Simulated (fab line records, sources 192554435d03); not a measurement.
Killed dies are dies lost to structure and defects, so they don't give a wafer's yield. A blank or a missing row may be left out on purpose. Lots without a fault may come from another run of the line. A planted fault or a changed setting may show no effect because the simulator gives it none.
Chamber matching | flow n5_finfet | N5_BEOL_M11_CMP_52 on cmp-03: 4 sister chambers
The step polishes, stops on SiCOH lowk, t overpolish 7 s, target thk 140 nm. 8 wafers are shown with their chamber, then 10 later ones without.

WAFERS WITH THEIR CHAMBER
wafer  | chamber | motor_current_A (A) | time_to_endpoint_s (s)
L081.4 | 2       | 5.4                 | 63
L084.3 | 1       | 7.0                 | 65
L084.6 | 3       | 5.8                 | 66
L085.1 | 0       | 6.0                 | 70
L085.3 | 1       | 6.9                 | 65
L085.6 | 3       | 5.5                 | 66
L089.2 | 0       | 6.0                 | 75
L089.5 | 2       | 5.5                 | 63

WAFERS WITHOUT THEIR CHAMBER
wafer  | motor_current_A (A) | time_to_endpoint_s (s)
L089.6 | 5.8                 | 66
L090.2 | 5.8                 | 64
L090.5 | 7.3                 | 65
L090.6 | 6.4                 | 71
L092.2 | 5.7                 | 66
L092.3 | 6.5                 | 76
L092.5 | 6.4                 | 74
L095.3 | 5.3                 | 66
L095.4 | 5.9                 | 71
L095.5 | 5.8                 | 71

WHICH CHAMBER EACH WENT THROUGH
wafer  | from the rows above     | in truth
L089.6 | 3                       | 3
L090.2 | can't be placed: 3 or 2 | 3
L090.5 | 1                       | 1
L090.6 | 0                       | 0
L092.2 | 3                       | 3
L092.3 | 0                       | 0
L092.5 | 0                       | 0
L095.3 | can't be placed: 2 or 3 | 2
L095.4 | 0                       | 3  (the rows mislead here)
L095.5 | can't be placed: 0 or 3 | 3
Placed correctly: 6 of 10. Can't be placed from these rows: 3 (the true chamber is among the candidates in 3). Placed wrongly: 1.
How it was worked out, from the rows above alone: a wafer's distance from a chamber is the root of the sum, over the readings, of the square of ((its reading less the chamber's mean) divided by the reading's scatter). The wafer belongs to the nearest chamber; if the next one is less than 2 further off, it can't be placed. A chamber's mean is the mean of its shown wafers. The scatter: the root of (the sum of the squares of (reading less its chamber's mean) over the shown wafers, divided by (wafers less chambers)).
